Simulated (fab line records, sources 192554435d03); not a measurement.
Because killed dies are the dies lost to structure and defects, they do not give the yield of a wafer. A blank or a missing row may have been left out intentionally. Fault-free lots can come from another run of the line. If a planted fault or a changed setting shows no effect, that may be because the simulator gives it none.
Matching of chambers + flow n5-finfet + N5_BEOL_M1_ETCHBACK_99 on rie-diel-03 has 4 sister chambers
The step etches SiO2 in CHF3, target depth 5 nm, time 10.4 s. 8 wafers are shown with their chamber, then 9 later ones without.

## EACH WAFER AND ITS CHAMBER
| wafer  | chamber | showerhead-plenum-p-Torr (Torr) | drypump-motor-current-A (A) |
|--------|---------|---------------------------------|-----------------------------|
| L077.2 | 3       | 2.29                            | 5.5                         |
| L082.2 | 2       | 2.03                            | 5.3                         |
| L086.2 | 2       | 2.03                            | 5.3                         |
| L086.3 | 0       | 2.11                            | 4.7                         |
| L086.4 | 1       | 2.22                            | 6.0                         |
| L087.1 | 0       | 2.11                            | 4.8                         |
| L087.4 | 3       | 2.28                            | 5.5                         |
| L087.6 | 1       | 2.21                            | 6.0                         |

## WAFERS WITHOUT THEIR CHAMBER
| wafer  | showerhead-plenum-p-Torr (Torr) | drypump-motor-current-A (A) |
|--------|---------------------------------|-----------------------------|
| L089.2 | 2.11                            | 4.8                         |
| L089.3 | 2.21                            | 6.1                         |
| L089.5 | 2.28                            | 5.5                         |
| L090.2 | 2.21                            | 6.1                         |
| L090.3 | 2.29                            | 5.3                         |
| L090.6 | 2.21                            | 6.0                         |
| L092.1 | 2.11                            | 4.8                         |
| L092.2 | 2.29                            | 5.3                         |
| L092.6 | 2.21                            | 6.0                         |

## THE CHAMBER EACH PASSED THROUGH
| wafer  | from the rows above | in truth                   |
|--------|---------------------|----------------------------|
| L089.2 | 0                   | 0                          |
| L089.3 | 1                   | 1                          |
| L089.5 | 3                   | 3                          |
| L090.2 | 1                   | 1                          |
| L090.3 | 3                   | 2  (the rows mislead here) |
| L090.6 | 1                   | 1                          |
| L092.1 | 0                   | 0                          |
| L092.2 | 3                   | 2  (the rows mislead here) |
| L092.6 | 1                   | 1                          |
Correct placement for 7 of the 9. Left unplaced by these rows: 0. 2 placed wrongly.
How it was worked out, from the rows above alone: a wafer's distance from a chamber is the root of the sum, over the readings, of the square of ((its reading less the chamber's mean) divided by the reading's scatter). The wafer belongs to the nearest chamber; if the next one is less than 2 further off, it can't be placed. For every chamber, the mean is computed from those of its wafers that are shown. How the scatter is found: for the shown wafers, subtract from each reading the mean of its chamber, square and add these, divide the total by (wafers less chambers), then take the root.
